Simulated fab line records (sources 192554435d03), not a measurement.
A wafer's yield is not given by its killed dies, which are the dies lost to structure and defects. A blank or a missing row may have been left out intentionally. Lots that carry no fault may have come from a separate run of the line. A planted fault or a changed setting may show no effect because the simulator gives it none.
fab line records	flow n5_finfet
[record] lots = 10	wafers = 27	last_day = 18
route steps=1938 shown BEOL_M4@1111 BEOL_M7@1321 BEOL_M8@1334 PASSIVATION@1936
lots untouched by any fault: they come from a run of this same line in which no faults occurred
start_h: hours from the record's first day to the start of the lot's first wafer shown	wait_h: hours elapsed since this lot's preceding step	" unchanged from the row above	L1.1+2: several wafers, shown together as one row	- no value, or no start given	* or withheld: withheld	< > ~ a bound
route shown NAME@n: a module of which the file shows steps, and the number in the route of the first	usual: average and standard deviation across the fault-free wafers	same: alike in all rows	chamber/n: place in a boat	sites: readings site by site	_std_site: the values' standard deviation	_edge_site: inner sites' mean taken away from outer sites' mean	radius_mm: for every site, how far away it sits from the centre of the wafer	mask NAME#n: copy n	behind: the most recent tool/chamber to have shaped the wafer	hold: the reason the lot was held/the length of the hold in hours/how it ended	device: the n, p or np transistor that did not switch	end of line: at the end of the route, the tests of the same wafers	step lacking rows: just its recipe	killed: dies lost to structure and defects at the first sort, not the wafer's yield	map: dies across one wafer; x = killed, . = not, _ = none there
set.NAME: the run value of the setting; set.NAME@STEP: its run value at that earlier step	model.NAME: the simulator's own value behind a step, which no gauge read
one table for each step of the route and one row for each wafer, over a sample of lots
services: the hour from which a tool's chamber was out of use, counted from the record's first day as start_h (under 0 if before that day), plus the number of hours and why
[[steps]]
[step N5_BEOL_M4_RC_MEAS_101]
[usual] DIBL_N = 35.1/1.5	DIBL_P = 35.2/2	IOFF_N = 0.146/0.028	IOFF_P = 0.20/0.036	ION_N = 670/12	ION_P = 462/8.2	SS_N = 71.2/0.63	SS_P = 73.1/0.7	VT_N = 250/3.6	VT_P = -251/3.3
lot.wafer	tool	chamber	start_h	wait_h	DIBL_N[mV/V]	DIBL_P[mV/V]	IOFF_N[nA/um]	IOFF_P[nA/um]	ION_N[uA/um]	ION_P[uA/um]	SS_N[mV/dec]	SS_P[mV/dec]	VT_N[mV]	VT_P[mV]
L414.1	prober-01	0	168.76	0.0	34.7	33.7	0.115	0.16	634	440	70.6	73.0	256	-254
L414.4	"	0	"	"	36.7	36.4	0.153	0.20	675	463	71.1	73.7	251	-254
L414.6	"	0	"	"	37.3	36.6	0.167	0.21	669	453	71.8	73.5	247	-252
L416.3	prober-01	0	171.05	0.3	36.7	36.8	0.158	0.21	646	448	72.1	72.9	253	-252
L416.4	"	0	"	"	34.2	34.3	0.117	0.17	669	460	70.9	72.4	255	-253
L416.6	"	0	"	"	35.7	35.8	0.134	0.19	655	453	71.5	72.8	255	-253
L421.1	prober-02	0	215.13	0.0	36.9	35.9	0.197	0.25	699	475	71.1	74.2	242	-245
L421.3	"	0	"	"	37.3	36.5	0.203	0.25	670	458	71.3	74.4	246	-247
L423.2	prober-02	0	221.81	0.2	37.2	37.5	0.161	0.20	668	458	71.2	74.1	250	-252
L423.4	"	0	"	"	36.5	37.7	0.155	0.21	675	468	71.8	73.9	249	-252
L423.5	"	0	"	"	35.6	35.0	0.128	0.17	668	456	71.4	73.0	253	-254
L424.2	prober-02	0	240.71	0.2	34.4	33.1	0.138	0.17	672	461	71.4	73.1	250	-251
L424.4	"	0	"	"	34.9	33.4	0.141	0.18	660	453	70.9	72.8	248	-249
L424.5	"	0	"	"	36.2	35.6	0.167	0.20	694	470	71.8	74.1	243	-252
L426.1	prober-01	0	263.21	0.5	37.6	37.8	0.180	0.23	672	458	71.6	73.6	250	-250
L426.4	"	0	"	"	35.0	33.7	0.141	0.17	659	449	71.5	72.5	249	-257
L426.5	"	0	"	"	34.9	35.0	0.143	0.18	673	454	70.8	73.1	254	-251
L427.3	prober-01	0	266.73	0.3	34.1	33.7	0.121	0.22	665	469	71.1	72.8	249	-246
L427.5	"	0	"	"	35.3	34.8	0.141	0.23	673	471	72.1	73.8	249	-246
L427.6	"	0	"	"	36.3	36.0	0.159	0.24	676	470	71.7	73.4	249	-247
L430.2	prober-01	0	270.84	0.2	35.0	35.7	0.131	0.18	663	456	71.4	72.8	253	-252
L430.4	"	0	"	"	32.5	32.3	0.098	0.14	652	454	70.6	72.6	256	-255
L430.6	"	0	"	"	33.6	33.6	0.113	0.15	650	446	70.8	72.5	252	-256
L435.1	prober-02	0	294.09	0.0	33.7	32.9	0.123	0.16	668	457	70.8	71.9	251	-253
L437.2	prober-01	0	327.86	0.2	34.9	36.4	0.155	0.21	684	468	71.1	73.1	248	-249
L437.4	"	0	"	"	36.2	37.9	0.173	0.23	678	465	71.8	74.0	246	-250
L437.6	"	0	"	"	35.0	36.3	0.146	0.20	675	472	71.4	73.0	248	-250
[step N5_BEOL_M7_SURFACE_TREAT_79]
[recipe] gas = Ar	time_s = *	ion_energy_ev = *	ion_current_ma_cm2 = 0.5	pressure_mtorr = *	ar_flow_sccm = 30
[usual] throttle_valve_pct = *
lot.wafer	tool	chamber	start_h	wait_h	throttle_valve_pct
L414.1	pvd_sputter-01	-	199.80	2.0	*
L414.4	"	-	"	"	*
L414.6	"	-	"	"	*
L416.3	pvd_sputter-02	-	203.20	0.2	*
L416.4	"	-	"	"	*
L416.6	"	-	"	"	*
L423.2	pvd_sputter-02	-	247.99	0.2	*
L423.4	"	-	"	"	*
L423.5	"	-	"	"	*
L421.1	pvd_sputter-03	-	254.70	0.3	*
L421.3	"	-	"	"	*
L424.2	pvd_sputter-03	-	271.36	0.2	*
L424.4	"	-	"	"	*
L424.5	"	-	"	"	*
L426.1	pvd_sputter-01	-	292.17	0.8	*
L426.4	"	-	"	"	*
L426.5	"	-	"	"	*
L427.3	pvd_sputter-03	-	294.13	0.3	*
L427.5	"	-	"	"	*
L427.6	"	-	"	"	*
L430.2	pvd_sputter-02	-	300.67	0.3	*
L430.4	"	-	"	"	*
L430.6	"	-	"	"	*
L435.1	pvd_sputter-01	-	330.29	0.7	*
L437.2	pvd_sputter-02	-	358.81	0.2	*
L437.4	"	-	"	"	*
L437.6	"	-	"	"	*
[step N5_BEOL_M7_CMP_52]
[recipe] stop_on = SiCOH_lowk	t_overpolish_s = 6.9	down_force_psi = 1	platen_rpm = 50	clearing_platen_down_force_psi = 1.5	clearing_platen_rpm = 50	post_cmp_clean = cu_alkaline	target_thk_nm = 80	clearing_platen_pad_velocity_m_s = 0.99484	pad_velocity_m_s = 0.99484
[usual] barrier_field_endpoint_s = 28.8/0.81	head_pressure_psi = 0.9999/0.0021	motor_current_A = 5.9/0.48	overpolish_run_s = 6.899/0.01	retaining_ring_pressure_frac = 1.000/0.005	slurry_filter_dp_kPa = 13.51/0.14	time_to_endpoint_s = 62/4.1
lot.wafer	tool	chamber	start_h	wait_h	barrier_field_endpoint_s	head_pressure_psi	motor_current_A	overpolish_run_s	retaining_ring_pressure_frac	slurry_filter_dp_kPa	time_to_endpoint_s
L414.4	cmp-02	0	200.61	0.2	29.3	1.0015	6.3	6.894	0.999	13.23	60
L414.1	"	1	"	"	28.0	1.0000	5.6	6.891	0.998	13.21	58
L414.6	"	3	"	"	28.4	0.9977	5.5	6.914	0.999	13.67	59
L416.3	cmp-03	2	204.16	0.2	28.2	1.0053	6.5	6.909	0.998	13.67	60
L416.4	"	0	"	"	28.3	0.9972	5.8	6.894	0.992	13.68	60
L416.6	"	2	"	"	28.8	1.0018	6.1	6.912	0.999	13.55	62
L423.4	cmp-02	2	250.07	0.1	28.5	0.9998	6.5	6.920	0.994	13.54	59
L423.2	"	3	"	"	28.1	0.9963	5.5	6.903	0.995	13.49	61
L423.5	"	2	"	"	29.3	0.9985	6.2	6.909	0.995	13.54	62
L421.3	cmp-03	2	257.14	0.3	29.1	0.9975	5.7	6.891	1.007	13.42	64
L421.1	"	3	"	"	29.5	1.0015	5.5	6.892	0.993	13.52	67
L424.2	cmp-03	0	272.77	0.2	29.6	1.0001	5.7	6.902	1.000	13.40	63
L424.4	"	1	"	"	30.3	0.9996	5.2	6.908	1.008	13.48	72
L424.5	"	3	"	"	29.6	0.9999	5.7	6.896	0.995	13.31	66
L426.1	cmp-04	3	292.99	0.3	28.7	1.0009	6.0	6.904	1.003	13.38	61
L426.4	"	0	"	"	29.1	0.9974	5.4	6.892	1.003	13.32	66
L426.5	"	2	"	"	28.2	1.0040	6.3	6.907	1.001	13.55	57
L427.3	cmp-03	2	295.06	0.3	28.2	1.0005	6.3	6.911	1.009	13.59	63
L427.6	"	3	"	"	29.9	0.9974	5.7	6.901	1.002	13.71	69
L427.5	"	0	"	"	46.9	1.0017	5.8	0.042	0.991	13.38	82
L430.2	cmp-04	1	301.53	0.2	29.9	0.9985	6.5	6.891	0.997	13.45	63
L430.4	"	0	"	"	31.0	1.0007	5.9	6.904	0.997	13.47	68
L430.6	"	1	"	"	29.0	1.0017	6.9	6.877	1.006	13.33	63
L435.1	cmp-03	2	331.29	0.3	28.6	1.0022	6.0	6.895	0.998	13.51	60
L437.4	cmp-04	2	359.65	0.1	28.4	1.0044	6.2	6.918	0.993	13.54	59
L437.2	"	1	"	"	28.1	0.9981	6.9	6.910	1.007	13.39	61
L437.6	"	3	"	"	28.3	1.0026	6.5	6.881	1.002	13.73	59
[step N5_BEOL_M7_THK_MEAS_53]
[recipe] thk_meas_gauge = xrf	reads = Cu_of_BEOL_M7_ECD_50
[usual] M7_THK = 79.7/2.3
lot.wafer	tool	chamber	start_h	wait_h	M7_THK[nm]
L414.1	film_metro-01	-	200.86	-	79.0
L414.4	"	-	"	"	79.1
L414.6	"	-	"	"	79.1
L416.3	film_metro-01	-	204.41	-	80.7
L416.4	"	-	"	"	81.5
L416.6	"	-	"	"	78.8
L423.2	film_metro-02	-	250.37	-	79.6
L423.4	"	-	"	"	78.7
L423.5	"	-	"	"	77.3
L421.1	film_metro-02	-	257.36	-	79.1
L421.3	"	-	"	"	78.5
L424.2	film_metro-02	-	273.02	-	76.2
L424.4	"	-	"	"	81.1
L424.5	"	-	"	"	78.6
L426.1	film_metro-02	-	293.21	-	80.5
L426.4	"	-	"	"	81.7
L426.5	"	-	"	"	79.0
L427.3	film_metro-01	-	295.24	-	83.5
L427.5	"	-	"	"	191.4
L427.6	"	-	"	"	85.3
L430.2	film_metro-02	-	301.82	-	81.2
L430.4	"	-	"	"	81.7
L430.6	"	-	"	"	77.5
L435.1	film_metro-02	-	331.58	-	77.4
L437.2	film_metro-01	-	359.94	-	80.8
L437.4	"	-	"	"	78.2
L437.6	"	-	"	"	78.6
[step N5_BEOL_M7_INSPECT_58]
[recipe] inspect_instrument = darkfield	mode = post_dep
[usual] raw_defect_count = 69/21
lot.wafer	tool	chamber	start_h	wait_h	raw_defect_count
L414.1	defect_inspect-02	-	201.02	0.0	66
L414.4	"	-	"	"	83
L414.6	"	-	"	"	78
L416.3	defect_inspect-01	-	204.57	0.0	57
L416.4	"	-	"	"	30
L416.6	"	-	"	"	92
L423.2	defect_inspect-02	-	250.53	0.0	68
L423.4	"	-	"	"	53
L423.5	"	-	"	"	95
L421.1	defect_inspect-01	-	257.51	0.0	53
L421.3	"	-	"	"	54
L424.2	defect_inspect-02	-	273.18	0.0	52
L424.4	"	-	"	"	73
L424.5	"	-	"	"	56
L426.1	defect_inspect-02	-	293.37	0.0	48
L426.4	"	-	"	"	34
L426.5	"	-	"	"	56
L427.3	defect_inspect-02	-	295.40	0.0	41
L427.5	"	-	"	"	1193
L427.6	"	-	"	"	54
L430.2	defect_inspect-01	-	301.98	0.0	65
L430.4	"	-	"	"	58
L430.6	"	-	"	"	142
L435.1	defect_inspect-01	-	331.74	0.0	46
L437.2	defect_inspect-01	-	360.10	0.0	68
L437.4	"	-	"	"	76
L437.6	"	-	"	"	105
[step N5_BEOL_M8_THK_MEAS_01]
[recipe] reads = SiCOH_lowk_of_BEOL_M8_ILD_DEP_00
[usual] M8_ILD_THK = 155.2/2.1
lot.wafer	tool	chamber	start_h	wait_h	M8_ILD_THK[nm]
L414.1	film_metro-02	-	201.63	0.4	154.5
L414.4	"	-	"	"	157.7
L414.6	"	-	"	"	156.8
L416.3	film_metro-01	-	205.19	0.3	152.9
L416.4	"	-	"	"	157.0
L416.6	"	-	"	"	157.0
L423.2	film_metro-01	-	251.14	0.4	152.2
L423.4	"	-	"	"	154.9
L423.5	"	-	"	"	157.5
L421.1	film_metro-01	-	258.13	0.4	153.1
L421.3	"	-	"	"	153.3
L424.2	film_metro-01	-	273.79	0.4	154.1
L424.4	"	-	"	"	154.7
L424.5	"	-	"	"	155.4
L426.1	film_metro-01	-	293.98	0.4	153.6
L426.4	"	-	"	"	157.7
L426.5	"	-	"	"	158.6
L427.3	film_metro-01	-	296.01	0.3	154.8
L427.6	"	-	"	"	156.5
L430.2	film_metro-01	-	302.59	0.4	156.7
L430.4	"	-	"	"	157.7
L430.6	"	-	"	"	157.5
L435.1	film_metro-02	-	332.35	0.4	153.3
L437.2	film_metro-02	-	360.71	0.4	157.8
L437.4	"	-	"	"	161.1
L437.6	"	-	"	"	157.9
[step N5_BEOL_M8_PECVD_70]
[recipe] material = SiO2	target_thk_a = 200	temp_c = 400	precursor = TEOS/O2	pressure_torr = 5.5	rf_w = 450	teos_flow_sccm = 53.8	gas = O2	flow_sccm = 3000	time_s = 22.7
[usual] heater_power_outer_w = 464/65	heater_power_w = 782/98	showerhead_plenum_p_Torr = 8.78/0.049	throttle_valve_pct = 22.5/1.4
lot.wafer	tool	chamber	start_h	wait_h	heater_power_outer_w	heater_power_w	showerhead_plenum_p_Torr	throttle_valve_pct
L414.1	pecvd-03	1	201.67	0.0	433	734	8.74	21.2
L414.4	"	2	"	"	573	875	8.83	21.3
L414.6	"	0	"	"	419	679	8.73	22.0
L416.3	pecvd-02	1	205.22	0.0	414	752	8.72	23.5
L416.4	"	0	"	"	436	813	8.79	23.5
L416.6	"	2	"	"	460	844	8.82	24.1
L423.2	pecvd-01	1	251.18	0.0	380	652	8.85	25.3
L423.4	"	0	"	"	549	870	8.80	21.2
L423.5	"	1	"	"	375	690	8.87	25.4
L421.1	pecvd-03	1	258.17	0.0	486	798	8.72	21.2
L421.3	"	2	"	"	446	742	8.81	21.3
L424.2	pecvd-02	2	273.83	0.0	565	948	8.82	23.9
L424.4	"	2	"	"	555	945	8.81	24.1
L424.5	"	1	"	"	379	713	8.74	23.4
L426.1	pecvd-03	0	294.02	0.0	365	601	8.74	22.0
L426.4	"	1	"	"	486	786	8.68	21.2
L426.5	"	2	"	"	461	740	8.82	21.4
L427.3	pecvd-02	1	296.05	0.0	468	813	8.75	23.5
L427.6	"	0	"	"	453	865	8.80	23.7
L430.2	pecvd-02	1	302.63	0.0	484	844	8.75	23.6
L430.4	"	1	"	"	464	819	8.75	23.6
L430.6	"	0	"	"	482	860	8.79	23.5
L435.1	pecvd-03	2	332.39	0.0	517	823	8.79	21.5
L437.2	pecvd-02	1	360.75	0.0	421	779	8.72	23.4
L437.4	"	2	"	"	491	873	8.82	24.5
L437.6	"	0	"	"	482	842	8.80	23.5
[step N5_PASSIVATION_PROBE_49]
[usual] defect_limited_yield = 91.4/1.4	killed_at_M0_to_M3 = 32/10	killed_at_M4_up = 13/5.6	killed_at_contacts = 13/6.6	killed_at_front_end = 39/13	killed_at_other = 3.4/2.8	killed_dies = 101/17	killed_on_rim = 14/4.5	killed_open = 66/13	killed_short = 33/7	sort_bin_5_function = 5.0/0.93	sort_bin_6_memory = 3.2/0.65	sort_bin_8_speed = 0.01/0.16	sort_n_pass = 1078/17	sort_yield_pct = 91.4/1.4
[same] gross_dies = 1180	killed_at_back_side = 0	sort_bin_4_leakage[%] = 0
lot.wafer	tool	chamber	start_h	wait_h	defect_limited_yield[%]	killed_at_M0_to_M3	killed_at_M4_up	killed_at_contacts	killed_at_front_end	killed_at_other	killed_dies	killed_on_rim	killed_open	killed_short	sort_bin_5_function[%]	sort_bin_6_memory[%]	sort_bin_8_speed[%]	sort_n_pass	sort_yield_pct[%]
L424.2	prober-01	-	355.16	0.1	93.0	25	19	7	25	7	83	12	43	33	4.0	2.5	0	1097	93.0
L424.4	prober-01	-	355.26	0.2	90.3	36	32	3	40	3	114	15	77	33	6.1	3.4	0	1066	90.3
L424.5	prober-01	-	355.31	0.2	92.5	36	25	6	20	1	88	6	60	25	4.4	2.6	0	1092	92.5
L427.3	prober-02	-	360.60	0.1	92.0	20	26	8	37	3	94	13	45	45	4.4	3.1	0	1086	92.0
L427.5	prober-02	-	360.70	0.2	0	26	1095	12	46	1	1180	152	67	29	4.9	2.7	0	0	0
L427.6	prober-02	-	360.75	0.3	90.7	48	11	13	36	2	110	15	73	37	5.6	3.5	0	1070	90.7
L426.1	prober-02	-	374.11	0.0	90.3	46	10	14	42	2	114	19	67	38	4.7	4.2	0	1066	90.3
L426.4	prober-02	-	374.26	0.2	91.8	32	14	3	40	8	97	18	60	37	4.1	3.9	0	1083	91.8
L426.5	prober-02	-	374.31	0.2	90.6	43	15	5	41	7	111	12	71	38	6.1	3.1	0	1069	90.6
L430.2	prober-02	-	378.13	0.1	93.6	27	10	9	28	2	76	11	51	24	3.6	2.7	0	1104	93.6
L430.4	prober-02	-	378.23	0.2	92.2	28	11	11	34	8	92	9	50	41	4.3	3.3	0	1088	92.2
L430.6	prober-02	-	378.33	0.3	91.1	53	11	7	32	2	105	17	59	43	5.3	3.2	0	1075	91.1
// killed by level:class
L424.2 BEOL_M4:geometric_particle:open=14 BEOL_M0_SAQP:geometric_particle:short=8 BEOL_M0_SAQP:geometric_particle:open=7 FIN_SAQP:geometric_particle:short=5 GATE_CUT:geometric_particle:short=4 MOL_CONTACT_COAG:geometric_particle:open=4 HKMG_FIN:area_etch=4 FIN_SAQP:geometric_particle:open=3
L424.4 BEOL_M4:geometric_particle:open=16 FIN_SAQP:geometric_particle:open=13 BEOL_M1:geometric_particle:open=12 BEOL_M2:geometric_particle:open=10 STARTING-WAFER:geometric_particle:short=6 FIN_SAQP:geometric_particle:short=5 BEOL_M0_SAQP:geometric_particle:short=5 ILD0:geometric_particle:short=4
L424.5 BEOL_M4:geometric_particle:open=16 BEOL_M0_SAQP:geometric_particle:open=9 FIN_SAQP:geometric_particle:short=8 BEOL_M0_SAQP:geometric_particle:short=6 BEOL_M1:geometric_particle:open=6 BEOL_M2:geometric_particle:short=6 FIN_SAQP:geometric_particle:open=5 MOL_CONTACT_COAG:geometric_particle:open=4
L427.3 BEOL_M4:geometric_particle:short=9 FIN_SAQP:geometric_particle:short=8 BEOL_M0_SAQP:geometric_particle:short=8 STI_FIN_REVEAL:geometric_particle:open=6 MOL_CONTACT_COAG:geometric_particle:open=6 FIN_SAQP:geometric_particle:open=5 BEOL_M4:geometric_particle:open=5 GATE_CUT:geometric_particle:open=4
L427.5 BEOL_M7:area_cmp=1083 MOL_CONTACT_COAG:geometric_particle:open=10 FIN_SAQP:geometric_particle:open=9 STI_FIN_REVEAL:geometric_particle:open=8 BEOL_M2:geometric_particle:open=7 BEOL_M4:geometric_particle:open=6 BEOL_M3:geometric_particle:open=6 DUMMY_GATE:geometric_particle:open=5
L427.6 BEOL_M0_SAQP:geometric_particle:open=10 MOL_CONTACT_COAG:geometric_particle:open=10 BEOL_M2:geometric_particle:open=10 BEOL_M3:geometric_particle:open=10 FIN_SAQP:geometric_particle:open=9 BEOL_M0_SAQP:geometric_particle:short=6 BEOL_M0:geometric_particle:short=5 GATE_CUT:geometric_particle:short=5
L426.1 BEOL_M0_SAQP:geometric_particle:short=16 MOL_CONTACT_COAG:geometric_particle:open=13 BEOL_M0_SAQP:geometric_particle:open=10 BEOL_M2:geometric_particle:open=10 FIN_SAQP:geometric_particle:short=9 BEOL_M4:geometric_particle:open=7 HKMG_FIN:area_etch=7 FIN_SAQP:geometric_particle:open=6
L426.4 BEOL_M0_SAQP:geometric_particle:short=13 BEOL_M0_SAQP:geometric_particle:open=12 FIN_SAQP:geometric_particle:short=9 BEOL_M4:geometric_particle:open=9 FIN_SAQP:geometric_particle:open=7 STI_FIN_REVEAL:geometric_particle:open=7 DUMMY_GATE:geometric_particle:open=4 PASS1_CAP:geometric_particle:open=4
L426.5 FIN_SAQP:geometric_particle:short=13 FIN_SAQP:geometric_particle:open=13 BEOL_M0_SAQP:geometric_particle:open=11 BEOL_M3:geometric_particle:open=9 BEOL_M4:geometric_particle:open=8 BEOL_M0_SAQP:geometric_particle:short=7 BEOL_M2:geometric_particle:open=7 BEOL_M1:geometric_particle:open=5
L430.2 MOL_CONTACT_COAG:geometric_particle:open=9 FIN_SAQP:geometric_particle:short=8 BEOL_M0_SAQP:geometric_particle:open=8 DUMMY_GATE:geometric_particle:open=5 BEOL_M0_SAQP:geometric_particle:short=5 STI_FIN_REVEAL:geometric_particle:open=4 BEOL_M4:geometric_particle:open=4 BEOL_M3:geometric_particle:open=4
L430.4 GATE_CUT:geometric_particle:short=9 MOL_CONTACT_COAG:geometric_particle:open=9 BEOL_M0_SAQP:geometric_particle:short=8 GATE_CUT:geometric_particle:open=7 BEOL_M2:geometric_particle:open=6 PASS1_CAP:geometric_particle:short=5 STI_FIN_REVEAL:geometric_particle:open=3 DUMMY_GATE:geometric_particle:open=3
L430.6 BEOL_M1:geometric_particle:short=9 FIN_SAQP:geometric_particle:open=8 BEOL_M0_SAQP:geometric_particle:short=8 BEOL_M1:geometric_particle:open=8 BEOL_M2:geometric_particle:open=7 FIN_SAQP:geometric_particle:short=6 BEOL_M3:geometric_particle:open=6 DUMMY_GATE:geometric_particle:open=5
[[services]]
tool	chamber	start_h	hours	kind
cmp-03	-	191.27	3.8	pm
cmp-04	-	192.83	4.0	pm
cmp-04	-	196.83	-	consumable_replace:conditioner
cmp-02	-	202.87	2.0	repair
pecvd-02	0	205.48	2.1	scheduled_down
cmp-02	-	206.73	0.7	repair
cmp-04	-	217.89	0.3	repair
cmp-03	-	240.64	1.4	repair
cmp-03	-	245.48	4.0	pm
pecvd-02	1	256.61	16.5	scheduled_down
cmp-02	-	257.32	2.4	repair
cmp-02	-	264.52	2.0	repair
cmp-03	-	288.19	1.0	repair
pecvd-03	0	302.43	5.6	repair
pecvd-03	-	312.15	6.0	pm
pecvd-03	-	322.53	0.9	repair
pecvd-02	2	327.87	2.1	scheduled_down
cmp-04	-	335.97	15.1	pm
cmp-03	-	342.71	0.4	repair
cmp-03	-	343.59	0.2	repair
pecvd-01	2	344.48	4.6	repair
cmp-02	-	348.66	1.3	repair
cmp-03	-	351.40	0.7	repair
cmp-02	-	359.74	1.0	repair
[[key]]
[first_sign] step = N5_BEOL_M7_CMP_52	reading = overpolish_run_s	direction = down	sigmas = 99+	usual = 6.899	struck = 0.042
[effect] step = N5_BEOL_M7_CMP_52	reading = barrier_field_endpoint_s	direction = up	sigmas = 22	usual = 28.8	struck = 46.9
[effect] step = N5_BEOL_M7_THK_MEAS_53	reading = M7_THK	direction = up	sigmas = 49	usual = 79.7	struck = 191.4
[effect] step = N5_BEOL_M7_INSPECT_58	reading = raw_defect_count	direction = up	sigmas = 53	usual = 69	struck = 1193
[effect] step = N5_PASSIVATION_PROBE_49	reading = killed_at_M4_up	direction = up	sigmas = 99+	usual = 13	struck = 1095
[more_kills_born_at] N5_BEOL_M7_CMP_52@cmp-03 = 1083
met_at N5_BEOL_M7_CMP_52
struck_lots L427
struck_wafers L427.5
later_rows_left_out L427.5
not_acting_at N5_BEOL_M7_SURFACE_TREAT_79,N5_BEOL_M8_THK_MEAS_01,N5_BEOL_M8_PECVD_70
onset_between 272.77 295.06
[fault] kind = process_parameter_drift	tool = cmp-03	chamber = 0	onset_h = 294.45	steps = N5_BEOL_M7_CMP_52	channel = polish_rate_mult	offset = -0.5	shape = step	end_h = 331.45
// later_rows_left_out: the simulator's readings of these wafers behind a module that went badly wrong aren't trusted and aren't shown, but for the sort
